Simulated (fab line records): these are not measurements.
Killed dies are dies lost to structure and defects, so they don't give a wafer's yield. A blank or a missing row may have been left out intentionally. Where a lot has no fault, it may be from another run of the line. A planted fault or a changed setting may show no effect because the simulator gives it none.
The tool behind it: which one? / flow nand harc / Sampling: 12 lots, 36 wafers, 5 of 1159 route steps

WHAT THE GAUGES SHOWED, per wafer
NHARC_THIN_TSV_CD_MEAS_12: the cd target is 1000 nm.
lot=L807; measured=day 19 00:09; on=cd sem-02; cd nm (nm)=1000.8 999.7 1001.7
lot=L808; measured=day 19 00:25; on=cd sem-01; cd nm (nm)=1000.7 1001.1 1002.1
lot=L810; measured=day 19 00:38; on=cd sem-03; cd nm (nm)=1000.6 1001.5 999.1
lot=L809; measured=day 19 00:36; on=cd sem-01; cd nm (nm)=998.7 999.2 999.3
lot=L812; measured=day 20 03:11; on=cd sem-02; cd nm (nm)=1000.4 999.3 1000.9
lot=L811; measured=day 19 23:58; on=cd sem-01; cd nm (nm)=1000.2 998.1 1001.8
lot=L813; measured=day 20 01:08; on=cd sem-03; cd nm (nm)=1000.7 999.5 999.8
lot=L815; measured=day 20 11:44; on=cd sem-03; cd nm (nm)=1003.1 1002.7 999.9
lot=L817; measured=day 21 11:29; on=cd sem-02; cd nm (nm)=1000.8 1001.6 1001.9
lot=L819; measured=day 21 04:58; on=cd sem-01; cd nm (nm)=1000.0 1000.1 999.4
lot=L821; measured=day 22 12:30; on=cd sem-03; cd nm (nm)=1001.3 1001.3 1001.8
lot=L825; measured=day 23 19:40; on=cd sem-03; cd nm (nm)=999.9 998.8 1000.2

NHARC_END_SORT_01.
lot=L815; measured=day 21 03:07; on=prober-01; defect limited yield (%)=95.0 95.6 94.5; killed at array=30 27 35; killed at other=0 1 0; killed at periphery=4 2 2; killed dies=34 30 37; killed open=4 5 3; killed short=3 1 2; sort_bin_2_pct (%)=1.5 1.9 2.2; sort_bin_3_pct (%)=0 0.59 0.30; sort_bin_4_pct (%)=3.5 1.9 3.0; sort n pass=643 647 640; sort rim yield pct (%)=97.2 94.3 98.1; sort yield pct (%)=95.0 95.6 94.5
lot=L817; measured=day 22 03:11; on=prober-01; defect limited yield (%)=95.7 95.6 96.3; killed at array=21 21 19; killed at other=4 2 1; killed at periphery=4 7 5; killed dies=29 30 25; killed open=7 3 3; killed short=3 1 0; sort_bin_2_pct (%)=1.5 1.5 1.0; sort_bin_3_pct (%)=0.30 0 0.30; sort_bin_4_pct (%)=2.5 3.0 2.4; sort n pass=648 647 652; sort rim yield pct (%)=95.3 97.2 96.2; sort yield pct (%)=95.7 95.6 96.3
lot=L821; measured=day 23 04:53; on=prober-01; defect limited yield (%)=91.0 91.1 90.3; killed at array=18 26 23; killed at other=0 0 0; killed at periphery=43 34 43; killed dies=61 60 66; killed open=2 0 1; killed short=2 0 3; sort_bin_2_pct (%)=3.0 3.8 3.8; sort_bin_3_pct (%)=1.92 0.74 1.92; sort_bin_4_pct (%)=4.1 4.3 4.0; sort n pass=616 617 611; sort rim yield pct (%)=83.0 82.1 84.9; sort yield pct (%)=91.0 91.1 90.3
lot=L825; measured=day 24 10:44; on=prober-02; defect limited yield (%)=88.8 92.8 86.4; killed at array=11 18 28; killed at other=1 1 3; killed at periphery=64 30 61; killed dies=76 49 92; killed open=3 4 4; killed short=1 1 2; sort_bin_2_pct (%)=4.7 2.7 6.1; sort_bin_3_pct (%)=1.48 1.18 2.22; sort_bin_4_pct (%)=5.0 3.4 5.3; sort n pass=601 628 585; sort rim yield pct (%)=88.7 86.8 89.6; sort yield pct (%)=88.8 92.8 86.4

WHAT TOOL EACH LOT RAN ON (gives the tool, then ch and the chambers of the sampled wafers, and finally the start)
lot=L807; NHARC_P_M2_ETCH_28=rie diel-12 ch 0,1,3, day 6 04:00; NHARC_THIN_TSV_ETCH_15=rie si-03 ch 0,3, day 19 00:59; NHARC_THIN_TSV_STRIP_45=plasma asher-02 ch 0,1, day 19 01:11
lot=L808; NHARC_P_M2_ETCH_28=rie diel-10 ch 1,3, day 6 04:43; NHARC_THIN_TSV_ETCH_15=rie si-02 ch 0,1,3, day 19 01:14; NHARC_THIN_TSV_STRIP_45=plasma asher-01 ch 0,1, day 19 01:31
lot=L810; NHARC_P_M2_ETCH_28=rie diel-10 ch 0,1,3, day 6 22:57; NHARC_THIN_TSV_ETCH_15=rie si-06 ch 0,2,3, day 19 01:38; NHARC_THIN_TSV_STRIP_45=plasma asher-02 ch 0,1, day 19 01:51
lot=L809; NHARC_P_M2_ETCH_28=rie diel-12 ch 0,1,3, day 7 00:13; NHARC_THIN_TSV_ETCH_15=rie si-03 ch 0,1,3, day 19 02:17; NHARC_THIN_TSV_STRIP_45=plasma asher-01 ch 0,1, day 19 02:29
lot=L812; NHARC_P_M2_ETCH_28=rie diel-10 ch 0,2,3, day 7 13:03; NHARC_THIN_TSV_ETCH_15=rie si-03 ch 1,2,3, day 20 04:02; NHARC_THIN_TSV_STRIP_45=plasma asher-02 ch 0,1, day 20 04:18
lot=L811; NHARC_P_M2_ETCH_28=rie diel-10 ch 1,2,3, day 7 13:31; NHARC_THIN_TSV_ETCH_15=rie si-03 ch 0,1,2, day 20 00:49; NHARC_THIN_TSV_STRIP_45=plasma asher-02 ch 0,1, day 20 01:07
lot=L813; NHARC_P_M2_ETCH_28=rie diel-10 ch 0,2, day 7 13:53; NHARC_THIN_TSV_ETCH_15=rie si-02 ch 0,1,2, day 20 01:59; NHARC_THIN_TSV_STRIP_45=plasma asher-02 ch 0,1, day 20 03:10
lot=L815; NHARC_P_M2_ETCH_28=rie diel-12 ch 0,1,2, day 8 06:49; NHARC_THIN_TSV_ETCH_15=rie si-06 ch 0,1,3, day 20 12:32; NHARC_THIN_TSV_STRIP_45=plasma asher-02 ch 0,1, day 20 12:49
lot=L817; NHARC_P_M2_ETCH_28=rie diel-10 ch 2,3, day 8 21:14; NHARC_THIN_TSV_ETCH_15=rie si-03 ch 1,3, day 21 12:19; NHARC_THIN_TSV_STRIP_45=plasma asher-02 ch 1, day 21 12:34
lot=L819; NHARC_P_M2_ETCH_28=rie diel-10 ch 0,1,2, day 9 13:21; NHARC_THIN_TSV_ETCH_15=rie si-03 ch 0,1,3, day 21 05:49; NHARC_THIN_TSV_STRIP_45=plasma asher-02 ch 0,1, day 21 06:04
lot=L821; NHARC_P_M2_ETCH_28=rie diel-10 ch 1,2, day 10 03:29; NHARC_THIN_TSV_ETCH_15=rie si-06 ch 0,3, day 22 13:20; NHARC_THIN_TSV_STRIP_45=plasma asher-02 ch 0,1, day 22 13:32
lot=L825; NHARC_P_M2_ETCH_28=rie diel-10 ch 1,3, day 10 19:08; NHARC_THIN_TSV_ETCH_15=rie si-06 ch 1,2,3, day 23 20:30; NHARC_THIN_TSV_STRIP_45=plasma asher-01 ch 0,1, day 23 20:41
- NHARC_P_M2_ETCH_28: etches the open film in CF4/N2, target depth 30 nm, time 72.99 s.
- NHARC_THIN_TSV_ETCH_15: target depth 3000 nm, bosch target overetch cycles 2, bosch etch step 2.8 s.
- NHARC_THIN_TSV_STRIP_45: strips in O2.

WHAT THE TOOLS THEMSELVES READ (means of the sampled wafers that have a number; where no wafer has one, the mark that the record gives instead)
NHARC_P_M2_ETCH_28.
lot=L807; tool=rie diel-12; drypump motor current A (A)=5.58; oes product au (a.u.)=1.003; rf vpp V (V)=314.1; showerhead plenum p Torr (Torr)=2.65; throttle valve pct (%)=19.796
lot=L808; tool=rie diel-10; drypump motor current A (A)=5.79; oes product au (a.u.)=1.002; rf vpp V (V)=312.2; showerhead plenum p Torr (Torr)=2.56; throttle valve pct (%)=19.799
lot=L810; tool=rie diel-10; drypump motor current A (A)=5.84; oes product au (a.u.)=1.005; rf vpp V (V)=315.2; showerhead plenum p Torr (Torr)=2.66; throttle valve pct (%)=19.786
lot=L809; tool=rie diel-12; drypump motor current A (A)=5.58; oes product au (a.u.)=1.008; rf vpp V (V)=315.0; showerhead plenum p Torr (Torr)=2.64; throttle valve pct (%)=19.794
lot=L812; tool=rie diel-10; drypump motor current A (A)=5.56; oes product au (a.u.)=1.000; rf vpp V (V)=313.8; showerhead plenum p Torr (Torr)=2.60; throttle valve pct (%)=19.796
lot=L811; tool=rie diel-10; drypump motor current A (A)=5.63; oes product au (a.u.)=0.999; rf vpp V (V)=313.3; showerhead plenum p Torr (Torr)=2.54; throttle valve pct (%)=19.791
lot=L813; tool=rie diel-10; drypump motor current A (A)=5.39; oes product au (a.u.)=0.999; rf vpp V (V)=313.8; showerhead plenum p Torr (Torr)=2.59; throttle valve pct (%)=19.797
lot=L815; tool=rie diel-12; drypump motor current A (A)=5.73; oes product au (a.u.)=0.998; rf vpp V (V)=314.2; showerhead plenum p Torr (Torr)=2.64; throttle valve pct (%)=19.798
lot=L817; tool=rie diel-10; drypump motor current A (A)=5.33; oes product au (a.u.)=0.988; rf vpp V (V)=312.1; showerhead plenum p Torr (Torr)=2.48; throttle valve pct (%)=19.793
lot=L819; tool=rie diel-10; drypump motor current A (A)=5.65; oes product au (a.u.)=0.991; rf vpp V (V)=314.2; showerhead plenum p Torr (Torr)=2.65; throttle valve pct (%)=19.785
lot=L821; tool=rie diel-10; drypump motor current A (A)=5.41; oes product au (a.u.)=0.994; rf vpp V (V)=311.9; showerhead plenum p Torr (Torr)=2.53; throttle valve pct (%)=19.797
lot=L825; tool=rie diel-10; drypump motor current A (A)=5.78; oes product au (a.u.)=0.998; rf vpp V (V)=313.8; showerhead plenum p Torr (Torr)=2.56; throttle valve pct (%)=19.798

NHARC_THIN_TSV_ETCH_15.
lot=L807; tool=rie si-03; drypump motor current A (A)=5.6
lot=L808; tool=rie si-02; drypump motor current A (A)=5.8
lot=L810; tool=rie si-06; drypump motor current A (A)=5.9
lot=L809; tool=rie si-03; drypump motor current A (A)=6.1
lot=L812; tool=rie si-03; drypump motor current A (A)=6.6
lot=L811; tool=rie si-03; drypump motor current A (A)=6.1
lot=L813; tool=rie si-02; drypump motor current A (A)=6.0
lot=L815; tool=rie si-06; drypump motor current A (A)=5.9
lot=L817; tool=rie si-03; drypump motor current A (A)=6.5
lot=L819; tool=rie si-03; drypump motor current A (A)=6.1
lot=L821; tool=rie si-06; drypump motor current A (A)=5.7
lot=L825; tool=rie si-06; drypump motor current A (A)=5.7

NHARC_THIN_TSV_STRIP_45.
lot=L807; tool=plasma asher-02; drypump motor current A (A)=6.14; heater power w (W)=331
lot=L808; tool=plasma asher-01; drypump motor current A (A)=6.10; heater power w (W)=326
lot=L810; tool=plasma asher-02; drypump motor current A (A)=6.28; heater power w (W)=322
lot=L809; tool=plasma asher-01; drypump motor current A (A)=6.23; heater power w (W)=332
lot=L812; tool=plasma asher-02; drypump motor current A (A)=6.27; heater power w (W)=319
lot=L811; tool=plasma asher-02; drypump motor current A (A)=6.28; heater power w (W)=317
lot=L813; tool=plasma asher-02; drypump motor current A (A)=6.28; heater power w (W)=318
lot=L815; tool=plasma asher-02; drypump motor current A (A)=6.13; heater power w (W)=332
lot=L817; tool=plasma asher-02; drypump motor current A (A)=6.00; heater power w (W)=353
lot=L819; tool=plasma asher-02; drypump motor current A (A)=6.13; heater power w (W)=334
lot=L821; tool=plasma asher-02; drypump motor current A (A)=6.12; heater power w (W)=332
lot=L825; tool=plasma asher-01; drypump motor current A (A)=6.11; heater power w (W)=340

THE ANSWER, worked out from the rows above alone
Rule: usual is defined by the lots themselves. Put in order of their means at a reading, lots are off if they are a third of the lots or fewer, leave a main group of 4 or more, and stand apart from it by a gap of 3 or more times the standard deviation of the main group's means; of several such gaps the widest counts. The tables above print the reading to a certain number of digits; a main group whose means all agree to those digits is not used. Also off: a lot with no number at a reading for which 4 or more lots have one. Any other lot the step has rows for is counted as sound. First the gauges in route order, then the tools' own readings, where a lot's mean is used as printed above. The first step at which some lot is off is used, and at that step the reading that is off furthest; a lot without a number counts as furthest.
No lot is off on any of the readings shown, so nothing can be concluded from this.

WHAT HAD BEEN PUT IN BY THE SIMULATOR
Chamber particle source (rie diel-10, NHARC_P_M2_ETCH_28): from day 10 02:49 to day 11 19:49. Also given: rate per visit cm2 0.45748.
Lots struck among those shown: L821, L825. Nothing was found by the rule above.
